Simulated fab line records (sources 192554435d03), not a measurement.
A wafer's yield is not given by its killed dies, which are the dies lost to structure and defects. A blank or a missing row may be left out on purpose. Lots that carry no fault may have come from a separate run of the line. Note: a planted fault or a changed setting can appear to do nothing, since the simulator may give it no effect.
fab line records :: flow n5-finfet
record:
  lots: 3
  wafers: 9
  last-day: 16
route steps=1938 shown BEOL_M4@1059 PASSIVATION@1936
lots that met no fault: taken from a fault-free run of the same line
start-h: start of the lot's first displayed wafer, in hours after the record's first day :: wait-h: hours since the lot's step before :: " as in the row above :: L1.1+2: one row covering several wafers at once :: - no value, or no start was given :: * or withheld: withheld :: < > ~ a bound
route shown NAME@n: NAME is a module with steps in the file, n the number in the route of the first one :: usual: mean/standard deviation of fault-free wafers :: same: alike in all rows :: chamber/n: place in a boat :: sites: per-site readings :: _std_site: how widely they spread, as a standard deviation :: _edge_site: inner sites' mean taken away from outer sites' mean :: radius-mm: how far each site lies from the wafer's centre :: mask NAME#n: copy n :: behind: the most recent tool/chamber to have shaped the wafer :: hold: reason for holding the lot/hours on hold/outcome of the hold :: device: transistor that didn't switch, given as n, p or np :: end of line: the same wafers' tests at the end of the route :: a step without rows: its recipe alone :: killed: count of dies lost to structure and defects at first sort (not the wafer's yield) :: map: per-die view of a wafer (x killed, . not killed, _ where there is no die)
set.NAME: the setting that was run; set.NAME@STEP: the one run at that earlier step :: model.NAME: the simulator's own value behind a step, which no gauge read
lots seen at some steps along the route; tables by step, rows by wafer
services: a tool's chamber out of use, with start hour (start-h, from the record's first day; less than 0 if before it), hours out, and reason
== steps ==
step: N5_BEOL_M4_DESCUM_33
recipe:
  chemistry: O2
  time-s: 7
  source-power-w: 50
  bias-power-w: 20
  pressure-mtorr: 20
  rf-frequency-hz: 2.712e+07
  temp-c: 40
  resist: CAR-EUV
  o2-flow-sccm: 225
step: N5_BEOL_M4_ETCH_77
recipe:
  chemistry: N2/H2
  target: underlayer
  target-depth-a: 65
  mask-material: CAR-EUV
  time-s: 5.2
  ion-energy-ev: 200
  pressure-mtorr: 30
  source-w: 840
  bias-w: 150
  n2-flow-sccm: 200
  h2-flow-sccm: 200
  ends: cleared
step: N5_BEOL_M4_ETCH_69
recipe:
  chemistry: CF4
  target: SiARC
  target-depth-a: 156
  mask-material: CAR-EUV
  time-s: 26
  ion-energy-ev: 80
  pressure-mtorr: 40
  source-w: 545
  bias-w: 36
  Ar_flow_sccm: 100
  cf4-flow-sccm: 100
  ends: cleared
step: N5_BEOL_M4_ALD_98
recipe:
  material: SiO2
  target-thk-a: 25
  temp-c: 100
  ald-precursor-family: BDEAS
  ald-co-reactant: O2-plasma
  pulse-time-s: 1
  co-reactant-pulse-time-s: 1
  purge-time-s: 2
  co-reactant-purge-time-s: 2
  ald-cycles: 17
  pressure-torr: 2
step: N5_BEOL_M4_ETCHBACK_99
recipe:
  chemistry: CHF3
  target: SiO2
  target-depth-a: 50
  time-s: 10.4
  source-w: 215
  bias-w: 47
  Ar_flow_sccm: 200
  CHF3_flow_sccm: 12
  ion-energy-ev: 100
  pressure-mtorr: 30
step: N5_BEOL_M4_ETCH_70
recipe:
  chemistry: N2/H2
  target: SOC
  target-depth-a: 800
  overetch-a: 240
  mask-material: SiARC
  temp-c: 40
  time-s: 130
  ion-energy-ev: 200
  pressure-mtorr: 30
  source-w: 840
  bias-w: 150
  n2-flow-sccm: 200
  h2-flow-sccm: 200
step: N5_BEOL_M4_STRIP_71
recipe:
  chemistry: N2/H2
  temp-c: 40
  n2-flow-sccm: 200
  h2-flow-sccm: 200
  rf-frequency-hz: 6e+07
step: N5_BEOL_M4_STRIP_78
recipe:
  chemistry: N2/H2
  temp-c: 40
  n2-flow-sccm: 200
  h2-flow-sccm: 200
  rf-frequency-hz: 6e+07
step: N5_BEOL_M4_VIA_ETCH_34
recipe:
  chemistry: C4F6/O2
  target-depth-a: 694
  mask-material: SOC
  pressure-mtorr: 15
  ion-energy-ev: 250
  taper-deg: 4
  time-s: 65.9
  source-w: 350
  bias-w: 170
  Ar_flow_sccm: 300
  C4F6_flow_sccm: 10
  O2_flow_sccm: 10
step: N5_BEOL_M4_STRIP_83
recipe:
  chemistry: C4F6/O2
  resist: SiARC
  rf-frequency-hz: 6e+07
step: N5_BEOL_M4_STRIP_36
recipe:
  chemistry: N2/H2
  power-w: 450
  temp-c: 40
  pressure-mtorr: 20
  rf-frequency-hz: 6e+07
  overash-fraction: 0.3
  bias-power-w: 7
  h2-frac: 0.5
  n2-flow-sccm: 200
  h2-flow-sccm: 200
step: N5_BEOL_M4_TRENCH_ETCH_37
recipe:
  chemistry: C4F6/O2
  target-depth-a: 555.55
  target: SiOC
  time-s: 29.2
  ion-energy-ev: 250
  pressure-mtorr: 30
  source-w: 355
  bias-w: 185
  Ar_flow_sccm: 300
  C4F6_flow_sccm: 10
  O2_flow_sccm: 10
usual:
  bias-w: 185.0/0.56
  drypump-motor-current-A: 5.8/0.44
  oes_o_777_au: 0.79/0.079
  oes-product-au: 0.79/0.083
  rf-fwd-power-W: 350.5/1.7
  rf-vpp-V: 664/5.4
  showerhead-plenum-p-Torr: 2.88/0.1
  throttle-valve-pct: 20.82/0.21
lot.wafer: L293.2
tool: rie-diel-06
chamber: 3
start-h: 214.78
wait-h: -
bias-w: 185.3
drypump-motor-current-A: 6.4
oes_o_777_au: 0.75
oes-product-au: 0.76
rf-fwd-power-W: 350.0
rf-hours-counter-h: 144
rf-vpp-V: 663
showerhead-plenum-p-Torr: 2.85
throttle-valve-pct: 21.14
model.etch.depth-nm: 55.83
model.BEOL_M4.feature-depth-nm: 55.8

lot.wafer: L293.4
tool: rie-diel-06
chamber: 2
start-h: 214.78
wait-h: -
bias-w: 184.8
drypump-motor-current-A: 5.4
oes_o_777_au: 0.74
oes-product-au: 0.74
rf-fwd-power-W: 350.6
rf-hours-counter-h: 186
rf-vpp-V: 661
showerhead-plenum-p-Torr: 2.94
throttle-valve-pct: 21.24
model.etch.depth-nm: 56.09
model.BEOL_M4.feature-depth-nm: 56

lot.wafer: L293.5
tool: rie-diel-06
chamber: 0
start-h: 214.78
wait-h: -
bias-w: 185.3
drypump-motor-current-A: 5.7
oes_o_777_au: 0.88
oes-product-au: 0.89
rf-fwd-power-W: 351.2
rf-hours-counter-h: -
rf-vpp-V: 665
showerhead-plenum-p-Torr: 2.78
throttle-valve-pct: 20.63
model.etch.depth-nm: 56.26
model.BEOL_M4.feature-depth-nm: 56.2

lot.wafer: L296.2
tool: rie-diel-06
chamber: 2
start-h: 253.06
wait-h: -
bias-w: 184.4
drypump-motor-current-A: 5.4
oes_o_777_au: 0.91
oes-product-au: 0.76
rf-fwd-power-W: 434.7
rf-hours-counter-h: 200
rf-vpp-V: 595
showerhead-plenum-p-Torr: 2.93
throttle-valve-pct: 21.26
model.etch.depth-nm: 60.57
model.BEOL_M4.feature-depth-nm: 60.6

lot.wafer: L296.3
tool: rie-diel-06
chamber: 3
start-h: 253.06
wait-h: -
bias-w: 184.8
drypump-motor-current-A: 6.4
oes_o_777_au: 0.74
oes-product-au: 0.74
rf-fwd-power-W: 350.4
rf-hours-counter-h: 159
rf-vpp-V: 661
showerhead-plenum-p-Torr: 2.84
throttle-valve-pct: 21.15
model.etch.depth-nm: 55.61
model.BEOL_M4.feature-depth-nm: 55.6

lot.wafer: L296.6
tool: rie-diel-06
chamber: 2
start-h: 253.06
wait-h: -
bias-w: 184.6
drypump-motor-current-A: 5.4
oes_o_777_au: 0.91
oes-product-au: 0.76
rf-fwd-power-W: 434.9
rf-hours-counter-h: -
rf-vpp-V: 595
showerhead-plenum-p-Torr: 2.93
throttle-valve-pct: 21.27
model.etch.depth-nm: 60.64
model.BEOL_M4.feature-depth-nm: 60.6

lot.wafer: L304.4
tool: rie-diel-01
chamber: 0
start-h: 282.00
wait-h: -
bias-w: 185.0
drypump-motor-current-A: 5.6
oes_o_777_au: 0.70
oes-product-au: 0.69
rf-fwd-power-W: 349.6
rf-hours-counter-h: 227
rf-vpp-V: 655
showerhead-plenum-p-Torr: 2.71
throttle-valve-pct: 21.19
model.etch.depth-nm: 53.79
model.BEOL_M4.feature-depth-nm: 53.8

lot.wafer: L304.5
tool: rie-diel-01
chamber: 1
start-h: 282.00
wait-h: -
bias-w: 184.6
drypump-motor-current-A: 5.6
oes_o_777_au: 0.78
oes-product-au: 0.80
rf-fwd-power-W: 348.6
rf-hours-counter-h: -
rf-vpp-V: 672
showerhead-plenum-p-Torr: 2.98
throttle-valve-pct: 20.71
model.etch.depth-nm: 55.01
model.BEOL_M4.feature-depth-nm: 55

lot.wafer: L304.6
tool: rie-diel-01
chamber: 0
start-h: 282.00
wait-h: -
bias-w: 184.4
drypump-motor-current-A: 5.6
oes_o_777_au: 0.70
oes-product-au: 0.69
rf-fwd-power-W: 352.1
rf-hours-counter-h: -
rf-vpp-V: 657
showerhead-plenum-p-Torr: 2.71
throttle-valve-pct: 21.19
model.etch.depth-nm: 53.43
model.BEOL_M4.feature-depth-nm: 53.4
step: N5_BEOL_M4_ETCH_41
recipe:
  chemistry: CH3F/O2
  target: SiCN
  target-depth-a: 299
  taper-deg: 2
  time-s: 52.5
  ion-energy-ev: 120
  mask-material: TiN
  pressure-mtorr: 30
  source-w: 395
  bias-w: 75
  Ar_flow_sccm: 150
  CH3F_flow_sccm: 30
  O2_flow_sccm: 20
step: N5_BEOL_M4_STRIP_97
recipe:
  chemistry: N2/H2
  time-s: 10
  power-w: 450
  temp-c: 40
  pressure-mtorr: 20
  rf-frequency-hz: 6e+07
  bias-power-w: 7
  n2-flow-sccm: 200
  h2-flow-sccm: 200
step: N5_BEOL_M4_OCD_MEAS_38
usual:
  trench-depth-nm: 55.5/0.77
lot.wafer: L293.2
tool: ocd-02
chamber: -
start-h: 214.93
wait-h: -
trench-depth-nm: 55.9

lot.wafer: L293.4
tool: ocd-02
chamber: -
start-h: 214.93
wait-h: -
trench-depth-nm: 56.2

lot.wafer: L293.5
tool: ocd-02
chamber: -
start-h: 214.93
wait-h: -
trench-depth-nm: 56.7

lot.wafer: L296.2
tool: ocd-01
chamber: -
start-h: 253.21
wait-h: -
trench-depth-nm: 60.9

lot.wafer: L296.3
tool: ocd-01
chamber: -
start-h: 253.21
wait-h: -
trench-depth-nm: 55.6

lot.wafer: L296.6
tool: ocd-01
chamber: -
start-h: 253.21
wait-h: -
trench-depth-nm: 60.7

lot.wafer: L304.4
tool: ocd-02
chamber: -
start-h: 282.16
wait-h: -
trench-depth-nm: 53.8

lot.wafer: L304.5
tool: ocd-02
chamber: -
start-h: 282.16
wait-h: -
trench-depth-nm: 55.0

lot.wafer: L304.6
tool: ocd-02
chamber: -
start-h: 282.16
wait-h: -
trench-depth-nm: 53.3
step: N5_BEOL_M4_HM_STRIP_39
recipe:
  chemistry: peroxide-tin-strip
  material: TiN
  target-depth-a: 250
  temp-c: 50
  time-s: 158
step: N5_BEOL_M4_SRD_40
recipe:
  time-s: 30
  temp-c: 23
  rinse-liquid: diw
  dry: ipa-marangoni
step: N5_BEOL_M4_PRECLEAN_42
recipe:
  chemistry: residue-remover
  time-s: 60
  temp-c: 40
step: N5_BEOL_M4_SRD_43
recipe:
  time-s: 30
  temp-c: 23
  rinse-liquid: diw
  dry: ipa-marangoni
step: N5_BEOL_M4_DEGAS_44
recipe:
  ambient: vacuum
  temp-c: 250
  time-s: 60
step: N5_BEOL_M4_PRE_CLEAN_45
recipe:
  gas: H2/He
  time-s: 30
  temp-c: 250
step: N5_BEOL_M4_ALD_84
recipe:
  material: TaN
  target-thk-a: *
  temp-c: 275
  ald-precursor-family: PDMAT
  ald-co-reactant: NH3
  pressure-torr: 3
  carrier-flow-sccm: 1500
  pulse-time-s: 2
  purge-time-s: 3
  co-reactant-purge-time-s: 2
  co-reactant-pulse-time-s: 3
  ald-cycles: 30
  precursor-vessel-temp-c: 75
  precursor-vessel-pressure-torr: 26.25
  precursor-vessel-carrier-sccm: 1000
step: N5_BEOL_M4_SURFACE_TREAT_85
recipe:
  gas: Ar
  time-s: *
  ion-energy-ev: *
  ion-current-ma-cm2: 0.5
  pressure-mtorr: *
  ar-flow-sccm: 30
step: N5_BEOL_M4_CVD_47
recipe:
  material: Co
  target-thk-a: 30
  temp-c: withheld
  precursor: CCTBA/H2
  pressure-torr: 30
  time-s: 223.8
step: N5_BEOL_M4_SPUTTER_48
recipe:
  material: Cu
  target-thk-a: 45
  temp-c: -20
  chamber-pressure-pa: 0.07
  power-w: withheld
  time-s: 8.29
step: N5_BEOL_M4_ANNEAL_49
recipe:
  temp-c: 400
  time-s: 240
  ambient: vacuum
step: N5_BEOL_M4_SPUTTER_79
recipe:
  material: Cu
  target-thk-a: 45
  temp-c: -20
  chamber-pressure-pa: 0.07
  power-w: withheld
  time-s: 8.29
step: N5_BEOL_M4_ANNEAL_80
recipe:
  temp-c: 400
  time-s: 240
  ambient: vacuum
step: N5_BEOL_M4_SPUTTER_81
recipe:
  material: Cu
  target-thk-a: 45
  temp-c: -20
  chamber-pressure-pa: 0.07
  power-w: withheld
  time-s: 8.29
step: N5_BEOL_M4_ANNEAL_82
recipe:
  temp-c: 400
  time-s: 240
  ambient: vacuum
step: N5_BEOL_M4_SPUTTER_86
recipe:
  material: Cu
  target-thk-a: 45
  temp-c: -20
  chamber-pressure-pa: 0.07
  power-w: withheld
  time-s: 8.29
step: N5_BEOL_M4_ANNEAL_87
recipe:
  temp-c: 400
  time-s: 240
  ambient: vacuum
step: N5_BEOL_M4_SPUTTER_88
recipe:
  material: Cu
  target-thk-a: 45
  temp-c: -20
  chamber-pressure-pa: 0.07
  power-w: withheld
  time-s: 8.29
step: N5_BEOL_M4_ANNEAL_89
recipe:
  temp-c: 400
  time-s: 240
  ambient: vacuum
step: N5_BEOL_M4_SPUTTER_90
recipe:
  material: Cu
  target-thk-a: 45
  temp-c: -20
  chamber-pressure-pa: 0.07
  power-w: withheld
  time-s: 8.29
step: N5_BEOL_M4_ANNEAL_91
recipe:
  temp-c: 400
  time-s: 240
  ambient: vacuum
step: N5_BEOL_M4_SPUTTER_92
recipe:
  material: Cu
  target-thk-a: 45
  temp-c: -20
  chamber-pressure-pa: 0.07
  power-w: withheld
  time-s: 8.29
step: N5_BEOL_M4_ANNEAL_93
recipe:
  temp-c: 400
  time-s: 240
  ambient: vacuum
step: N5_BEOL_M4_SPUTTER_94
recipe:
  material: Cu
  target-thk-a: 45
  temp-c: -20
  chamber-pressure-pa: 0.07
  power-w: withheld
  time-s: 8.29
step: N5_BEOL_M4_ANNEAL_95
recipe:
  temp-c: 400
  time-s: 240
  ambient: vacuum
step: N5_BEOL_M4_CMP_52
recipe:
  stop-on: SiOC
  t-overpolish-s: 6.8
  down-force-psi: 1
  platen-rpm: 50
  clearing-platen-down-force-psi: 1.5
  clearing-platen-rpm: 50
  post-cmp-clean: cu-alkaline
  target-thk-nm: 40
  clearing-platen-pad-velocity-m-s: 0.99484
  pad-velocity-m-s: 0.99484
usual:
  barrier-field-endpoint-s: 24.5/0.61
  clearing-platen-rpm: 50.005/0.027
  motor-current-A: 6.3/0.49
  overpolish-run-s: 6.799/0.0091
  time-to-endpoint-s: 62.5/3
lot.wafer: L293.4
tool: cmp-02
chamber: 3
start-h: 218.10
wait-h: 0.1
barrier-field-endpoint-s: 23.9
clearing-platen-rpm: 50.009
motor-current-A: 5.6
overpolish-run-s: 6.807
time-to-endpoint-s: 60.8
model.Cu_of_BEOL_M4_ECD_50.thk-nm: 41.2

lot.wafer: L293.2
tool: cmp-02
chamber: 2
start-h: 218.10
wait-h: 0.1
barrier-field-endpoint-s: 24.5
clearing-platen-rpm: 49.970
motor-current-A: 6.5
overpolish-run-s: 6.776
time-to-endpoint-s: 60.1
model.Cu_of_BEOL_M4_ECD_50.thk-nm: 40

lot.wafer: L293.5
tool: cmp-02
chamber: 0
start-h: 218.10
wait-h: 0.1
barrier-field-endpoint-s: 25.0
clearing-platen-rpm: 50.019
motor-current-A: 6.0
overpolish-run-s: 6.804
time-to-endpoint-s: 61.8
model.Cu_of_BEOL_M4_ECD_50.thk-nm: 40.8

lot.wafer: L296.2
tool: cmp-04
chamber: 3
start-h: 256.80
wait-h: 0.3
barrier-field-endpoint-s: 26.0
clearing-platen-rpm: 49.983
motor-current-A: 6.1
overpolish-run-s: 6.805
time-to-endpoint-s: 69.8
model.Cu_of_BEOL_M4_ECD_50.thk-nm: 45.2

lot.wafer: L296.3
tool: cmp-04
chamber: 0
start-h: 256.80
wait-h: 0.3
barrier-field-endpoint-s: 25.5
clearing-platen-rpm: 49.986
motor-current-A: 6.6
overpolish-run-s: 6.812
time-to-endpoint-s: 67.9
model.Cu_of_BEOL_M4_ECD_50.thk-nm: 40

lot.wafer: L296.6
tool: cmp-04
chamber: 2
start-h: 256.80
wait-h: 0.3
barrier-field-endpoint-s: 25.3
clearing-platen-rpm: 50.006
motor-current-A: 6.4
overpolish-run-s: 6.791
time-to-endpoint-s: 65.3
model.Cu_of_BEOL_M4_ECD_50.thk-nm: 45.2

lot.wafer: L304.4
tool: cmp-02
chamber: 1
start-h: 285.89
wait-h: 0.4
barrier-field-endpoint-s: 23.9
clearing-platen-rpm: 50.029
motor-current-A: 6.8
overpolish-run-s: 6.796
time-to-endpoint-s: 58.7
model.Cu_of_BEOL_M4_ECD_50.thk-nm: 36.4

lot.wafer: L304.6
tool: cmp-02
chamber: 2
start-h: 285.89
wait-h: 0.4
barrier-field-endpoint-s: 23.8
clearing-platen-rpm: 49.969
motor-current-A: 6.9
overpolish-run-s: 6.791
time-to-endpoint-s: 61.9
model.Cu_of_BEOL_M4_ECD_50.thk-nm: 36.4

lot.wafer: L304.5
tool: cmp-02
chamber: 3
start-h: 285.89
wait-h: 0.4
barrier-field-endpoint-s: 24.3
clearing-platen-rpm: 50.004
motor-current-A: 5.7
overpolish-run-s: 6.807
time-to-endpoint-s: 58.3
model.Cu_of_BEOL_M4_ECD_50.thk-nm: 37.4
step: N5_BEOL_M4_THK_MEAS_53
recipe:
  thk-meas-gauge: xrf
  reads: Cu_of_BEOL_M4_ECD_50
usual:
  M4_THK: 39.9/1.2
lot.wafer: L293.2
tool: film-metro-01
chamber: -
start-h: 218.40
wait-h: -
M4_THK[nm]: 40.0

lot.wafer: L293.4
tool: film-metro-01
chamber: -
start-h: 218.40
wait-h: -
M4_THK[nm]: 41.1

lot.wafer: L293.5
tool: film-metro-01
chamber: -
start-h: 218.40
wait-h: -
M4_THK[nm]: 40.8

lot.wafer: L296.2
tool: film-metro-02
chamber: -
start-h: 257.02
wait-h: -
M4_THK[nm]: 45.4

lot.wafer: L296.3
tool: film-metro-02
chamber: -
start-h: 257.02
wait-h: -
M4_THK[nm]: 40.1

lot.wafer: L296.6
tool: film-metro-02
chamber: -
start-h: 257.02
wait-h: -
M4_THK[nm]: 45.5

lot.wafer: L304.4
tool: film-metro-02
chamber: -
start-h: 286.07
wait-h: -
M4_THK[nm]: 36.2

lot.wafer: L304.5
tool: film-metro-02
chamber: -
start-h: 286.07
wait-h: -
M4_THK[nm]: 37.3

lot.wafer: L304.6
tool: film-metro-02
chamber: -
start-h: 286.07
wait-h: -
M4_THK[nm]: 36.5
step: N5_BEOL_M4_RS_MEAS_58
recipe:
  thk-meas-gauge: four-point-probe
  reads: Co_of_BEOL_M4_CO_CAP_55+Cu_of_BEOL_M4_ECD_50+Co_of_BEOL_M4_CVD_47+TaN_of_BEOL_M4_ALD_84
usual:
  M4_RS: 0.672/0.027
lot.wafer: L293.2
tool: film-metro-02
chamber: -
start-h: 218.69
wait-h: 0.1
M4_RS[ohm/sq]: 0.668

lot.wafer: L293.4
tool: film-metro-02
chamber: -
start-h: 218.69
wait-h: 0.1
M4_RS[ohm/sq]: 0.644

lot.wafer: L293.5
tool: film-metro-02
chamber: -
start-h: 218.69
wait-h: 0.1
M4_RS[ohm/sq]: 0.652

lot.wafer: L296.2
tool: film-metro-01
chamber: -
start-h: 257.40
wait-h: 0.1
M4_RS[ohm/sq]: 0.574

lot.wafer: L296.3
tool: film-metro-01
chamber: -
start-h: 257.40
wait-h: 0.1
M4_RS[ohm/sq]: 0.670

lot.wafer: L296.6
tool: film-metro-01
chamber: -
start-h: 257.40
wait-h: 0.1
M4_RS[ohm/sq]: 0.572

lot.wafer: L304.4
tool: film-metro-01
chamber: -
start-h: 286.33
wait-h: 0.0
M4_RS[ohm/sq]: 0.757

lot.wafer: L304.5
tool: film-metro-01
chamber: -
start-h: 286.33
wait-h: 0.0
M4_RS[ohm/sq]: 0.731

lot.wafer: L304.6
tool: film-metro-01
chamber: -
start-h: 286.33
wait-h: 0.0
M4_RS[ohm/sq]: 0.757
step: N5_BEOL_M4_RC_MEAS_101
usual:
  DIBL_N: 36.5/1.4
  DIBL_P: 36.6/1.6
  IOFF_N: 0.160/0.024
  IOFF_P: 0.217/0.029
  ION_N: 674/8.7
  ION_P: 464/6.5
  SS_N: 71.6/0.47
  SS_P: 73.4/0.57
  VT_N: 250.0/2.5
  VT_P: -250/3.1
lot.wafer: L293.2
tool: prober-02
chamber: 0
start-h: 219.06
wait-h: 0.4
DIBL_N[mV/V]: 39.5
DIBL_P[mV/V]: 38.6
IOFF_N[nA/um]: 0.216
IOFF_P[nA/um]: 0.269
ION_N[uA/um]: 679
ION_P[uA/um]: 464
SS_N[mV/dec]: 71.9
SS_P[mV/dec]: 73.7
VT_N[mV]: 244.3
VT_P[mV]: -250

lot.wafer: L293.4
tool: prober-02
chamber: 0
start-h: 219.06
wait-h: 0.4
DIBL_N[mV/V]: 36.6
DIBL_P[mV/V]: 35.3
IOFF_N[nA/um]: 0.162
IOFF_P[nA/um]: 0.207
ION_N[uA/um]: 665
ION_P[uA/um]: 462
SS_N[mV/dec]: 70.9
SS_P[mV/dec]: 73.2
VT_N[mV]: 249.6
VT_P[mV]: -250

lot.wafer: L293.5
tool: prober-02
chamber: 0
start-h: 219.06
wait-h: 0.4
DIBL_N[mV/V]: 36.9
DIBL_P[mV/V]: 36.0
IOFF_N[nA/um]: 0.169
IOFF_P[nA/um]: 0.230
ION_N[uA/um]: 689
ION_P[uA/um]: 473
SS_N[mV/dec]: 71.2
SS_P[mV/dec]: 73.5
VT_N[mV]: 247.6
VT_P[mV]: -250

lot.wafer: L296.2
tool: prober-01
chamber: 0
start-h: 257.61
wait-h: 0.2
DIBL_N[mV/V]: 36.3
DIBL_P[mV/V]: 37.0
IOFF_N[nA/um]: 0.142
IOFF_P[nA/um]: 0.190
ION_N[uA/um]: 670
ION_P[uA/um]: 462
SS_N[mV/dec]: 72.3
SS_P[mV/dec]: 73.6
VT_N[mV]: 252.4
VT_P[mV]: -254

lot.wafer: L296.3
tool: prober-01
chamber: 0
start-h: 257.61
wait-h: 0.2
DIBL_N[mV/V]: 35.1
DIBL_P[mV/V]: 34.0
IOFF_N[nA/um]: 0.123
IOFF_P[nA/um]: 0.161
ION_N[uA/um]: 658
ION_P[uA/um]: 450
SS_N[mV/dec]: 71.1
SS_P[mV/dec]: 73.2
VT_N[mV]: 254.8
VT_P[mV]: -255

lot.wafer: L296.6
tool: prober-01
chamber: 0
start-h: 257.61
wait-h: 0.2
DIBL_N[mV/V]: 35.4
DIBL_P[mV/V]: 35.5
IOFF_N[nA/um]: 0.130
IOFF_P[nA/um]: 0.169
ION_N[uA/um]: 669
ION_P[uA/um]: 453
SS_N[mV/dec]: 71.5
SS_P[mV/dec]: 73.7
VT_N[mV]: 253.9
VT_P[mV]: -254

lot.wafer: L304.4
tool: prober-01
chamber: 0
start-h: 286.84
wait-h: 0.5
DIBL_N[mV/V]: 35.6
DIBL_P[mV/V]: 35.8
IOFF_N[nA/um]: 0.148
IOFF_P[nA/um]: 0.229
ION_N[uA/um]: 680
ION_P[uA/um]: 473
SS_N[mV/dec]: 71.2
SS_P[mV/dec]: 73.2
VT_N[mV]: 249.0
VT_P[mV]: -248

lot.wafer: L304.5
tool: prober-01
chamber: 0
start-h: 286.84
wait-h: 0.5
DIBL_N[mV/V]: 37.5
DIBL_P[mV/V]: 37.4
IOFF_N[nA/um]: 0.180
IOFF_P[nA/um]: 0.263
ION_N[uA/um]: 685
ION_P[uA/um]: 473
SS_N[mV/dec]: 71.9
SS_P[mV/dec]: 73.4
VT_N[mV]: 247.9
VT_P[mV]: -243

lot.wafer: L304.6
tool: prober-01
chamber: 0
start-h: 286.84
wait-h: 0.5
DIBL_N[mV/V]: 34.8
DIBL_P[mV/V]: 34.1
IOFF_N[nA/um]: 0.131
IOFF_P[nA/um]: 0.214
ION_N[uA/um]: 668
ION_P[uA/um]: 469
SS_N[mV/dec]: 71.3
SS_P[mV/dec]: 73.2
VT_N[mV]: 252.6
VT_P[mV]: -248
step: N5_PASSIVATION_PROBE_49
usual:
  defect-limited-yield: 91.2/1.4
  killed_at_M0_to_M3: 34/9.4
  killed_at_M4_up: 13/5.8
  killed-at-contacts: 13/6.4
  killed-at-front-end: 41/11
  killed-at-other: 3.1/2.3
  killed-dies: 103/16
  killed-open: 69/12
  killed-short: 33/7.8
  sort_bin_5_function: 5.1/0.91
  sort_bin_6_memory: 3.3/0.63
  sort-n-pass: 1077/16
  sort-yield-pct: 91.2/1.4
same:
  gross-dies: 1180
  killed-at-back-side: 0
  sort_bin_4_leakage[%]: 0
  sort_bin_8_speed[%]: 0
lot.wafer: L296.2
tool: prober-02
chamber: -
start-h: 365.05
wait-h: 0.1
defect-limited-yield[%]: 92.1
killed_at_M0_to_M3: 17
killed_at_M4_up: 22
killed-at-contacts: 18
killed-at-front-end: 33
killed-at-other: 3
killed-dies: 93
killed-open: 61
killed-short: 31
sort_bin_5_function[%]: 4.4
sort_bin_6_memory[%]: 3.1
sort-n-pass: 1087
sort-yield-pct[%]: 92.1

lot.wafer: L296.3
tool: prober-02
chamber: -
start-h: 365.10
wait-h: 0.1
defect-limited-yield[%]: 90.4
killed_at_M0_to_M3: 29
killed_at_M4_up: 31
killed-at-contacts: 16
killed-at-front-end: 33
killed-at-other: 4
killed-dies: 113
killed-open: 74
killed-short: 38
sort_bin_5_function[%]: 5.8
sort_bin_6_memory[%]: 3.3
sort-n-pass: 1067
sort-yield-pct[%]: 90.4

lot.wafer: L296.6
tool: prober-02
chamber: -
start-h: 365.25
wait-h: 0.3
defect-limited-yield[%]: 92.8
killed_at_M0_to_M3: 27
killed_at_M4_up: 8
killed-at-contacts: 18
killed-at-front-end: 30
killed-at-other: 2
killed-dies: 85
killed-open: 63
killed-short: 22
sort_bin_5_function[%]: 3.5
sort_bin_6_memory[%]: 3.6
sort-n-pass: 1095
sort-yield-pct[%]: 92.8
killed by level:class
L296.2 MOL_CONTACT_COAG:geometric-particle:open=14 FIN_SAQP:geometric-particle:short=10 BEOL_M4:geometric-particle:open=7 BEOL_M1:geometric-particle:open=6 BEOL_M0_SAQP:geometric-particle:short=5 STI_FIN_REVEAL:geometric-particle:open=5 FIN_SAQP:geometric-particle:open=4 MOL_CONTACT_COAG:geometric-particle:short=4
L296.3 BEOL_M4:geometric-particle:open=13 MOL_CONTACT_COAG:geometric-particle:open=12 BEOL_M0_SAQP:geometric-particle:short=10 DUMMY_GATE:geometric-particle:open=7 BEOL_M0_SAQP:geometric-particle:open=7 BEOL_M4:geometric-particle:short=6 STI_FIN_REVEAL:geometric-particle:open=5 FIN_SAQP:geometric-particle:open=4
L296.6 MOL_CONTACT_COAG:geometric-particle:open=16 STARTING-WAFER:geometric-particle:open=9 STI_FIN_REVEAL:geometric-particle:open=7 BEOL_M0_SAQP:geometric-particle:open=5 BEOL_M1:geometric-particle:short=5 BEOL_M3:geometric-particle:open=5 GATE_CUT:geometric-particle:short=4 BEOL_M1:geometric-particle:open=4
== services ==
tool: cmp-02
chamber: -
start-h: 194.36
hours: 2.7
kind: repair

tool: cmp-04
chamber: -
start-h: 194.47
hours: 1.4
kind: repair

tool: cmp-02
chamber: -
start-h: 218.33
hours: 5.7
kind: pm

tool: cmp-04
chamber: -
start-h: 220.43
hours: 0.9
kind: repair

tool: cmp-04
chamber: -
start-h: 223.47
hours: 4.0
kind: pm

tool: cmp-04
chamber: -
start-h: 227.47
hours: -
kind: consumable-replace:conditioner

tool: cmp-04
chamber: -
start-h: 227.47
hours: -
kind: consumable-replace:pad

tool: rie-diel-01
chamber: 2
start-h: 231.57
hours: -
kind: clean

tool: rie-diel-01
chamber: 2
start-h: 231.57
hours: -
kind: consumable-replace:focus-ring

tool: rie-diel-01
chamber: 2
start-h: 231.57
hours: 32.8
kind: scheduled-down

tool: rie-diel-01
chamber: 2
start-h: 231.57
hours: 32.8
kind: vent-cycle

tool: cmp-02
chamber: -
start-h: 247.72
hours: 1.5
kind: repair

tool: cmp-02
chamber: -
start-h: 263.21
hours: 4.0
kind: pm

tool: rie-diel-06
chamber: 1
start-h: 266.28
hours: 23.2
kind: repair

tool: cmp-02
chamber: -
start-h: 267.21
hours: -
kind: consumable-replace:conditioner

tool: cmp-02
chamber: -
start-h: 267.21
hours: -
kind: consumable-replace:pad

tool: cmp-04
chamber: -
start-h: 281.99
hours: 2.7
kind: repair
== key ==
first-sign:
  step: N5_BEOL_M4_TRENCH_ETCH_37
  reading: rf-fwd-power-W
  direction: up
  sigmas: 49
  usual: *
  struck: *
effect:
  step: N5_BEOL_M4_TRENCH_ETCH_37
  reading: rf-vpp-V
  direction: down
  sigmas: 13
  usual: 664
  struck: 595
effect:
  step: N5_BEOL_M4_OCD_MEAS_38
  reading: trench-depth-nm
  direction: up
  sigmas: 6.9
  usual: 55.5
  struck: 60.8
effect:
  step: N5_BEOL_M4_THK_MEAS_53
  reading: M4_THK
  direction: up
  sigmas: 4.5
  usual: 39.9
  struck: 45.5
effect:
  step: N5_BEOL_M4_RS_MEAS_58
  reading: M4_RS
  direction: down
  sigmas: 3.7
  usual: 0.672
  struck: 0.573
model-effect:
  step: N5_BEOL_M4_TRENCH_ETCH_37
  value: etch.depth-nm
  without: 55.74
  struck: 60.6
model-effect:
  step: N5_BEOL_M4_CMP_52
  value: Cu_of_BEOL_M4_ECD_50.thk-nm
  without: 40.3
  struck: 45.2
met-at N5_BEOL_M4_TRENCH_ETCH_37
struck-wafers L296.2,L296.6
onset-between 214.78 253.06
fault:
  kind: process-parameter-drift
  tool: rie-diel-06
  chamber: 2
  onset-h: 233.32
  steps: N5_BEOL_M4_TRENCH_ETCH_37
  channel: source-w
  offset: 85.2
  shape: step
  end-h: 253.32
  acts-in: these-recipes-only
  stated: 355
